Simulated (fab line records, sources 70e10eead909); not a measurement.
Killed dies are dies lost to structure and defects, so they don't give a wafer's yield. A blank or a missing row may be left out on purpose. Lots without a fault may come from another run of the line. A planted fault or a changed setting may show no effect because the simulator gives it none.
fab line records | flow nand_harc | part 1 of 2: steps 1 to 4 of 6
record lots=24 wafers=72 last_day=33
route steps=1302 shown A_CHANNEL_HOLE_D2@595 A_CHANNEL_FILL_D2@619 A_STAIRCASE@677
lots that met no fault: from a run of the same line without faults
start_h: hours from the record's first day to the start of the lot's first wafer shown | wait_h: hours since the lot's step before | " the same as in the row above | L1.1+2: a row that stands for several wafers | - no value, or no start given | * or withheld: withheld | < > ~ a bound
route shown NAME@n: a module of which the file shows steps, and the number in the route of the first | usual: mean/standard deviation of fault-free wafers | same: alike in all rows | chamber/n: place in a boat | sites: the reading at each site | _std_site: their standard deviation | _edge_site: outer sites' mean less inner sites' | radius_mm: how far each site lies from the wafer's centre | mask NAME#n: copy n | behind: the tool/chamber that last shaped the wafer | hold: why the lot was held/for how many hours/how that ended | device: the transistor (n, p or np) that didn't switch | end of line: the same wafers' tests at the end of the route | a step without rows: its recipe alone | killed: dies lost to structure and defects at the first sort, not the wafer's yield | map: a wafer's dies, x killed, . not, _ none there
set.NAME: the setting as run; set.NAME@STEP: as run at that earlier step | model.NAME: the simulator's own value behind a step, which no gauge read
steps of the route over a sample of lots; a table a step, a row a wafer
services: from which hour (start_h, from the record's first day; less than 0 if before it) a tool's chamber was out of use, for how many hours, and why
## steps
# step NHARC_A_CHANNEL_HOLE_D2_ETCH_23
# recipe bias_v=5000 source_w=withheld pressure_mtorr=20 time_s=819 ar_flow_sccm=375 c4f8_flow_sccm=89.3 o2_flow_sccm=35.7 temp_c=-20 target_depth_a=16000 chemistry=C4F8/O2/Ar
# usual drypump_motor_current_A=5.9/0.48 showerhead_plenum_p_Torr=3.60/0.052 throttle_valve_pct=32.154/0.0086
# same time_s=819
# columns lot.wafer tool chamber start_h wait_h drypump_motor_current_A rf_hours_counter_h showerhead_plenum_p_Torr throttle_valve_pct
L074.2 har_etch-02 1 295.15 0.5 5.1 357 3.67 32.157
L074.6 " 1 " " 5.1 - 3.67 32.142
L074.5 " 0 " " 6.4 - 3.65 32.151
L076.1 har_etch-01 1 318.89 0.5 5.8 162 3.66 32.172
L076.2 " 0 " " 6.3 162 3.55 32.160
L076.6 " 1 " " 5.8 - 3.66 32.149
L077.1 har_etch-02 1 321.27 0.9 5.1 374 3.66 32.142
L077.2 " 1 " " 5.1 - 3.66 32.148
L077.5 " 1 " " 5.1 - 3.66 32.165
L078.2 har_etch-01 0 330.56 0.5 6.2 170 3.55 32.151
L078.3 " 0 " " 6.2 - 3.55 32.155
L078.6 " 0 " " 6.2 - 3.55 32.152
L079.4 har_etch-01 0 344.24 0.5 6.2 - 3.54 32.161
L079.3 " 1 " " 5.8 - 3.65 32.154
L079.5 " 0 " " 6.2 - 3.54 32.159
L081.2 har_etch-01 1 364.13 0.5 5.8 193 3.64 32.156
L081.3 " 1 " " 5.8 - 3.64 32.147
L081.5 " 0 " " 6.2 - 3.53 32.164
L075.2 har_etch-02 1 364.39 0.5 5.1 407 3.64 32.162
L075.1 " 0 " " 6.4 383 3.64 32.157
L075.3 " 1 " " 5.1 - 3.64 32.147
L080.1 har_etch-02 0 369.05 0.5 6.4 387 3.64 32.162
L080.3 " 1 " " 5.1 - 3.64 32.174
L080.5 " 0 " " 6.4 - 3.64 32.151
L082.2 har_etch-01 1 372.47 0.5 5.8 200 3.64 32.151
L082.1 " 0 " " 6.2 200 3.53 32.147
L082.4 " 1 " " 5.8 - 3.64 32.159
L083.1 har_etch-01 1 382.87 0.5 5.9 208 3.63 32.139
L083.2 " 0 " " 6.2 208 3.53 32.163
L083.6 " 0 " " 6.2 - 3.53 32.160
L084.2 har_etch-01 0 387.00 0.5 6.2 212 3.52 32.154
L084.1 " 1 " " 5.8 212 3.63 32.168
L084.6 " 0 " " 6.2 - 3.52 32.145
L085.1 har_etch-02 0 409.31 0.5 6.4 9 3.63 32.160
L085.3 " 0 " " 6.4 - 3.63 32.148
L085.6 " 0 " " 6.4 - 3.63 32.147
L086.1 har_etch-01 0 410.34 0.5 6.2 231 3.51 32.160
L086.3 " 0 " " 6.2 - 3.51 32.155
L086.5 " 0 " " 6.2 - 3.51 32.164
L087.1 har_etch-02 1 440.36 0.5 5.1 24 3.62 32.170
L087.4 " 0 " " 6.4 - 3.62 32.160
L087.6 " 1 " " 5.1 - 3.62 32.146
L090.1 har_etch-02 1 445.53 0.5 5.1 28 3.62 32.153
L090.3 " 1 " " 5.1 - 3.62 32.134
L090.6 " 0 " " 6.4 - 3.62 32.138
L089.1 har_etch-01 0 448.08 0.5 6.2 250 3.50 32.149
L089.4 " 1 " " 5.8 - 3.61 32.163
L089.5 " 0 " " 6.2 - 3.50 32.156
L088.1 har_etch-02 1 449.59 0.5 5.1 32 3.62 32.155
L088.6 " 1 " " 5.1 - 3.62 32.149
L088.5 " 0 " " 6.4 - 3.62 32.150
L092.2 har_etch-02 0 462.80 0.5 6.4 40 3.61 32.158
L092.3 " 1 " " 5.1 - 3.61 32.160
L092.4 " 0 " " 6.4 - 3.61 32.160
L091.2 har_etch-01 1 463.50 0.5 5.8 262 3.60 32.159
L091.4 " 0 " " 6.2 - 3.50 32.150
L091.6 " 0 " " 6.2 - 3.50 32.155
L093.3 har_etch-01 1 480.18 0.5 5.8 - 3.60 32.162
L093.6 " 1 " " 5.8 - 3.60 32.154
L093.5 " 0 " " 6.2 - 3.49 32.161
L094.1 har_etch-02 0 501.68 0.5 6.5 59 3.60 32.163
L094.4 " 0 " " 6.4 - 3.60 32.160
L094.5 " 0 " " 6.5 - 3.60 32.153
L095.1 har_etch-01 0 503.83 0.5 6.2 281 3.49 32.151
L095.5 " 1 " " 5.8 - 3.59 32.169
L095.6 " 0 " " 6.2 - 3.49 32.140
L096.1 har_etch-02 0 505.82 0.5 6.4 63 3.60 32.161
L096.3 " 0 " " 6.4 - 3.60 32.152
L096.5 " 0 " " 6.5 - 3.60 32.153
L097.1 har_etch-01 1 515.69 0.5 5.8 284 3.59 32.164
L097.3 " 1 " " 5.8 - 3.59 32.152
L097.6 " 1 " " 5.8 - 3.59 32.143
# step NHARC_A_CHANNEL_FILL_D2_ETCHBACK_19
# recipe target_depth_a=50 time_s=1.7 hbr_flow_sccm=150 cl2_flow_sccm=50 rf_w=400 icp_w=400 bias_w=100 chemistry=HBr/Cl2
# usual drypump_motor_current_A=6.1/0.37 oes_product_au=1.001/0.0097 throttle_valve_pct=26.406/0.0087
# same time_s=1.7
# columns lot.wafer tool chamber start_h wait_h drypump_motor_current_A oes_product_au rf_hours_counter_h throttle_valve_pct
L074.2 rie_si-03 0 325.64 0.4 5.7 1.006 0.45 26.405
L074.6 " 1 " " 6.2 1.006 - 26.411
L074.5 " 2 " " 5.9 0.998 - 26.395
L076.1 rie_si-03 1 347.92 0.4 6.2 1.000 0.40 26.411
L076.2 " 0 " " 5.7 1.001 0.53 26.414
L076.6 " 1 " " 6.2 1.002 - 26.412
L077.2 rie_si-01 3 352.45 0.4 5.8 1.016 1.15 26.411
L077.1 " 1 " " 6.2 1.004 1.05 26.405
L077.5 " 0 " " 6.3 1.003 - 26.405
L078.2 rie_si-01 0 359.13 0.4 6.3 0.979 1.13 26.418
L078.3 " 2 " " 6.7 1.004 1.01 26.404
L078.6 " 0 " " 6.3 0.988 - 26.419
L079.4 rie_si-04 3 373.82 0.4 6.0 0.983 0.14 26.409
L079.3 " 0 " " 5.9 0.986 0.13 26.424
L079.5 " 3 " " 6.1 0.986 - 26.408
L075.1 rie_si-03 1 393.29 0.4 6.2 1.002 0.79 26.405
L075.2 " 2 " " 5.9 0.995 0.82 26.420
L075.3 " 3 " " 6.2 1.018 0.93 26.398
L081.3 rie_si-04 1 393.30 0.4 6.5 1.018 0.23 26.413
L081.2 " 2 " " 5.3 1.006 0.28 26.400
L081.5 " 1 " " 6.5 1.011 - 26.393
L080.3 rie_si-03 2 397.70 0.4 5.9 1.000 0.84 26.396
L080.1 " 3 " " 6.2 1.020 0.95 26.416
L080.5 " 3 " " 6.2 1.005 - 26.417
L082.1 rie_si-01 0 401.58 0.4 6.3 0.994 0.14 26.402
L082.4 " 1 " " 6.2 0.999 0.08 26.407
L082.2 " 2 " " 6.7 0.997 0.10 26.426
L084.2 rie_si-03 3 413.62 0.4 6.3 1.010 1.02 26.420
L084.1 " 2 " " 5.9 0.988 0.95 26.420
L084.6 " 3 " " 6.2 1.018 - 26.411
L083.2 rie_si-04 0 413.62 0.4 5.9 0.998 0.43 26.407
L083.1 " 2 " " 5.3 1.009 0.43 26.395
L083.6 " 0 " " 5.8 1.002 - 26.403
L085.1 rie_si-04 1 440.12 0.4 6.6 1.004 0.52 26.398
L085.3 " 0 " " 5.9 1.008 0.70 26.416
L085.6 " 2 " " 5.3 1.005 - 26.416
L086.3 rie_si-01 0 440.13 0.4 6.3 0.990 0.45 26.420
L086.1 " 1 " " 6.2 1.009 0.38 26.395
L086.5 " 0 " " 6.3 0.983 - 26.405
L087.4 rie_si-04 2 469.01 0.4 5.3 1.011 0.84 26.422
L087.1 " 0 " " 5.8 1.005 0.84 26.407
L087.6 " 2 " " 5.3 1.016 - 26.418
L090.3 rie_si-01 2 475.88 0.4 6.7 1.000 0.54 26.413
L090.1 " 0 " " 6.3 1.010 0.60 26.397
L090.6 " 2 " " 6.7 1.003 - 26.411
L089.4 rie_si-04 0 475.88 0.4 5.8 0.997 0.88 26.386
L089.1 " 1 " " 6.6 1.010 0.76 26.404
L089.5 " 1 " " 6.6 1.006 - 26.404
L088.1 rie_si-03 2 475.89 0.4 5.9 0.999 0.18 26.414
L088.5 " 1 " " 6.2 1.003 - 26.416
L088.6 " 2 " " 5.9 0.993 - 26.405
L091.4 rie_si-04 1 492.03 0.4 6.5 1.005 0.86 26.412
L091.2 " 2 " " 5.3 1.008 1.05 26.396
L091.6 " 2 " " 5.3 1.012 - 26.408
L092.4 rie_si-01 0 492.03 0.4 6.3 0.985 0.75 26.405
L092.3 " 1 " " 6.2 1.002 0.70 26.394
L092.2 " 2 " " 6.7 0.981 0.70 26.412
L093.3 rie_si-03 3 510.01 0.4 6.2 1.007 0.45 26.415
L093.5 " 2 " " 5.9 0.987 - 26.404
L093.6 " 3 " " 6.2 1.015 - 26.405
L094.4 rie_si-03 2 530.58 0.4 5.9 0.997 0.48 26.400
L094.1 " 0 " " 5.7 0.985 0.61 26.409
L094.5 " 3 " " 6.2 1.018 - 26.398
L096.1 rie_si-03 1 535.81 0.4 6.2 1.005 0.53 26.409
L096.3 " 3 " " 6.2 1.013 0.60 26.396
L096.5 " 1 " " 6.2 0.997 - 26.396
L097.3 rie_si-03 0 542.82 0.4 5.6 0.989 0.64 26.415
L097.1 " 1 " " 6.2 1.001 0.56 26.410
L097.6 " 2 " " 5.9 0.996 - 26.404
L095.1 rie_si-01 0 542.83 0.4 6.3 0.986 0.99 26.418
L095.5 " 2 " " 6.7 0.989 - 26.406
L095.6 " 3 " " 5.8 0.997 - 26.404
# step NHARC_A_STAIRCASE_TRIM_20
# recipe time_s=211.2 o2_flow_sccm=500 ar_flow_sccm=0 bias_w=0 chemistry=O2
# usual drypump_motor_current_A=5.9/0.46 oes_product_au=0.999/0.0096 rf_vpp_V=57.6/1 showerhead_plenum_p_Torr=3.54/0.2 throttle_valve_pct=17.036/0.009
# same time_s=211.2
# columns lot.wafer tool chamber start_h wait_h drypump_motor_current_A oes_product_au rf_hours_counter_h rf_vpp_V showerhead_plenum_p_Torr throttle_valve_pct
L074.2 rie_diel-12 0 355.06 0.1 6.3 1.015 24 56.7 3.60 17.029
L074.6 " 0 " " 6.3 1.015 - 58.5 3.60 17.036
L074.5 " 1 " " 6.6 0.993 - 57.8 3.35 17.029
L076.1 rie_diel-06 3 376.01 0.1 5.4 0.981 23 57.9 3.31 17.034
L076.2 " 1 " " 5.3 0.998 21 58.8 3.76 17.052
L076.6 " 0 " " 5.4 0.988 - 56.2 3.37 17.042
L077.1 rie_diel-12 3 382.06 0.1 5.9 1.005 33 56.9 3.28 17.031
L077.2 " 0 " " 6.3 1.010 29 56.5 3.60 17.027
L077.5 " 3 " " 5.9 0.999 - 57.1 3.28 17.044
L078.2 rie_diel-09 2 388.01 0.1 5.6 0.981 17 57.4 3.31 17.042
L078.3 " 1 " " 6.4 0.993 17 57.8 3.74 17.033
L078.6 " 2 " " 5.6 0.989 - 58.8 3.31 17.042
L079.3 rie_diel-12 2 401.98 0.1 5.4 0.992 40 57.1 3.35 17.022
L079.4 " 3 " " 5.9 1.000 41 56.3 3.28 17.025
L079.5 " 3 " " 5.9 0.993 - 57.9 3.28 17.034
L081.2 rie_diel-09 3 421.70 0.1 6.3 0.997 31 58.9 3.76 17.029
L081.3 " 2 " " 5.6 0.994 31 56.6 3.30 17.038
L081.5 " 0 " " 5.9 1.000 - 58.0 3.76 17.020
L075.3 rie_diel-12 0 421.88 0.1 6.3 1.014 42 58.1 3.59 17.031
L075.1 " 1 " " 6.6 0.998 44 56.9 3.34 17.042
L075.2 " 3 " " 5.9 1.010 45 58.6 3.27 17.035
L082.2 rie_diel-09 2 428.79 0.1 5.6 0.992 33 57.3 3.30 17.035
L082.1 " 3 " " 6.3 0.996 33 57.9 3.76 17.039
L082.4 " 1 " " 6.3 0.990 29 56.8 3.73 17.036
L080.3 rie_diel-09 3 431.99 0.1 6.3 0.981 35 58.1 3.76 17.055
L080.1 " 2 " " 5.6 0.991 34 56.2 3.30 17.050
L080.5 " 0 " " 5.9 1.002 - 59.3 3.76 17.034
L084.1 rie_diel-06 3 441.47 0.1 5.4 0.998 42 56.5 3.30 17.021
L084.2 " 1 " " 5.2 0.997 37 58.2 3.76 17.050
L084.6 " 3 " " 5.4 1.003 - 57.5 3.30 17.035
L083.2 rie_diel-12 0 442.31 0.1 6.3 1.010 48 56.3 3.59 17.038
L083.1 " 1 " " 6.6 1.011 52 58.0 3.33 17.038
L083.6 " 0 " " 6.3 1.015 - 57.6 3.59 17.030
L085.3 rie_diel-12 3 468.01 0.1 5.9 1.009 4 58.3 3.81 17.033
L085.1 " 0 " " 6.3 0.998 6 59.0 3.59 17.023
L085.6 " 2 " " 5.4 0.987 - 57.4 3.34 17.024
L086.3 rie_diel-09 0 468.58 0.1 5.9 1.016 46 58.7 3.75 17.042
L086.1 " 1 " " 6.3 0.996 46 56.7 3.72 17.024
L086.5 " 2 " " 5.6 0.987 - 56.4 3.30 17.035
L087.1 rie_diel-09 3 496.85 0.1 6.3 0.986 52 56.4 3.75 17.026
L087.4 " 2 " " 5.6 0.985 51 57.9 3.29 17.027
L087.6 " 3 " " 6.3 0.988 - 58.2 3.75 17.020
L088.1 rie_diel-09 0 508.20 0.1 5.9 1.001 1 57.5 3.75 17.037
L088.6 " 3 " " 6.3 1.002 - 59.0 3.75 17.039
L088.5 " 0 " " 5.9 1.003 - 59.9 3.75 17.029
L089.4 rie_diel-12 3 508.20 0.1 5.9 1.011 15 58.0 3.80 17.046
L089.1 " 1 " " 6.6 1.017 21 57.5 3.32 17.038
L089.5 " 3 " " 5.9 1.006 - 56.8 3.80 17.042
L090.1 rie_diel-06 2 508.29 0.1 4.9 1.010 7 58.1 3.46 17.035
L090.3 " 3 " " 5.4 0.993 5 57.3 3.29 17.042
L090.6 " 1 " " 5.2 0.996 - 57.0 3.74 17.032
L092.3 rie_diel-06 2 519.76 0.1 4.9 1.001 12 57.9 3.45 17.031
L092.4 " 3 " " 5.4 0.980 11 57.2 3.29 17.027
L092.2 " 0 " " 5.4 0.997 11 57.5 3.34 17.026
L091.2 rie_diel-09 3 520.10 0.1 6.2 1.007 5 58.3 3.74 17.038
L091.4 " 0 " " 5.9 1.004 5 58.9 3.75 17.032
L091.6 " 3 " " 6.3 1.003 - 57.5 3.74 17.038
L093.3 rie_diel-09 3 539.14 0.1 6.3 1.003 13 58.4 3.74 17.019
L093.6 " 3 " " 6.3 0.998 - 59.0 3.74 17.041
L093.5 " 0 " " 5.9 1.011 - 57.8 3.74 17.029
L094.1 rie_diel-12 3 558.53 0.1 5.8 1.019 34 57.2 3.79 17.043
L094.4 " 2 " " 5.4 0.999 37 55.9 3.32 17.037
L094.5 " 3 " " 5.9 1.019 - 56.0 3.79 17.052
L096.3 rie_diel-09 2 563.89 0.1 5.6 0.996 18 58.7 3.28 17.038
L096.1 " 3 " " 6.3 1.002 19 57.0 3.74 17.035
L096.5 " 2 " " 5.6 1.001 - 57.6 3.28 17.044
L095.1 rie_diel-12 3 571.11 0.1 5.9 1.024 38 59.8 3.79 17.046
L095.5 " 2 " " 5.4 0.996 - 57.5 3.32 17.032
L095.6 " 3 " " 5.9 1.022 - 57.9 3.79 17.027
L097.1 rie_diel-09 2 571.33 0.1 5.6 0.998 21 57.3 3.28 17.035
L097.3 " 3 " " 6.3 0.988 24 57.5 3.73 17.027
L097.6 " 3 " " 6.3 0.997 - 58.6 3.73 17.039
# step NHARC_A_STAIRCASE_ETCH_21
# recipe target_depth_a=1000 time_s=40.5 ion_energy_ev=400 c4f8_flow_sccm=20 o2_flow_sccm=10 ar_flow_sccm=withheld rf_w=600 bias_w=1000 chemistry=C4F8/O2
# usual oes_product_au=0.956/0.016 rf_vpp_V=896/7.3
# same time_s=40.5
# columns lot.wafer tool chamber start_h wait_h oes_product_au rf_hours_counter_h rf_vpp_V
L074.2 rie_diel-12 2 - - 0.960 28 890
L074.6 " 2 " " 0.959 - 890
L074.5 " 3 " " 0.963 - 887
L076.1 rie_diel-06 1 - - 0.971 21 905
L076.2 " 0 " " 0.957 20 890
L076.6 " 1 " " 0.963 - 905
L077.2 rie_diel-12 0 - - 0.996 29 899
L077.1 " 1 " " 0.970 30 889
L077.5 " 1 " " 0.964 - 890
L078.3 rie_diel-09 0 - - 0.986 18 904
L078.2 " 1 " " 0.983 17 903
L078.6 " 3 " " 0.950 - 904
L079.3 rie_diel-12 1 - - 0.939 37 889
L079.4 " 2 " " 0.941 40 889
L079.5 " 1 " " 0.931 - 890
L081.2 rie_diel-09 2 - - 0.965 31 888
L081.3 " 0 " " 0.962 28 905
L081.5 " 1 " " 0.979 - 904
L075.2 rie_diel-12 1 - - 0.959 44 889
L075.1 " 3 " " 0.977 45 885
L075.3 " 0 " " 0.981 42 897
L082.1 rie_diel-09 0 - - 0.948 30 905
L082.4 " 1 " " 0.953 29 903
L082.2 " 2 " " 0.927 33 889
L080.1 rie_diel-09 0 - - 0.944 32 905
L080.3 " 2 " " 0.932 34 887
L080.5 " 3 " " 0.918 - 903
L084.2 rie_diel-06 2 - - 0.953 41 892
L084.1 " 1 " " 0.952 37 904
L084.6 " 2 " " 0.949 - 893
L083.2 rie_diel-12 2 - - 0.971 55 890
L083.1 " 0 " " 0.975 49 898
L083.6 " 2 " " 0.985 - 889
L085.1 rie_diel-12 1 - - 0.961 6 889
L085.3 " 2 " " 0.945 3 890
L085.6 " 1 " " 0.961 - 887
L086.3 rie_diel-09 1 - - 0.955 46 904
L086.1 " 0 " " 0.962 46 904
L086.5 " 2 " " 0.932 - 886
L087.4 rie_diel-09 1 - - 0.963 49 903
L087.1 " 3 " " 0.942 52 903
L087.6 " 1 " " 0.960 - 902
L088.1 rie_diel-09 3 - - 0.961 1 905
L088.5 " 3 " " 0.960 - 904
L088.6 " 0 " " 0.957 - 902
L089.1 rie_diel-12 2 - - 0.950 19 890
L089.4 " 0 " " 0.944 17 898
L089.5 " 2 " " 0.942 - 888
L090.1 rie_diel-06 2 - - 0.988 7 894
L090.3 " 3 " " 0.974 5 888
L090.6 " 1 " " 0.950 - 905
L092.3 rie_diel-06 0 - - 0.957 11 890
L092.2 " 1 " " 0.954 12 904
L092.4 " 3 " " 0.946 12 887
L091.2 rie_diel-09 0 - - 0.944 5 905
L091.4 " 3 " " 0.947 5 905
L091.6 " 1 " " 0.919 - 902
L093.3 rie_diel-09 2 - - 0.952 12 888
L093.6 " 3 " " 0.952 - 902
L093.5 " 0 " " 0.964 - 903
L094.1 rie_diel-12 3 - - 0.970 34 906
L094.4 " 0 " " 0.938 39 898
L094.5 " 2 " " 0.962 - 889
L096.3 rie_diel-09 0 - - 0.977 17 903
L096.1 " 3 " " 0.970 20 902
L096.5 " 1 " " 0.947 - 902
L095.1 rie_diel-12 2 - - 0.942 41 888
L095.5 " 2 " " 0.948 - 889
L095.6 " 3 " " 0.948 - 904
L097.1 rie_diel-09 2 - - 0.951 21 886
L097.3 " 3 " " 0.953 24 902
L097.6 " 0 " " 0.972 - 904
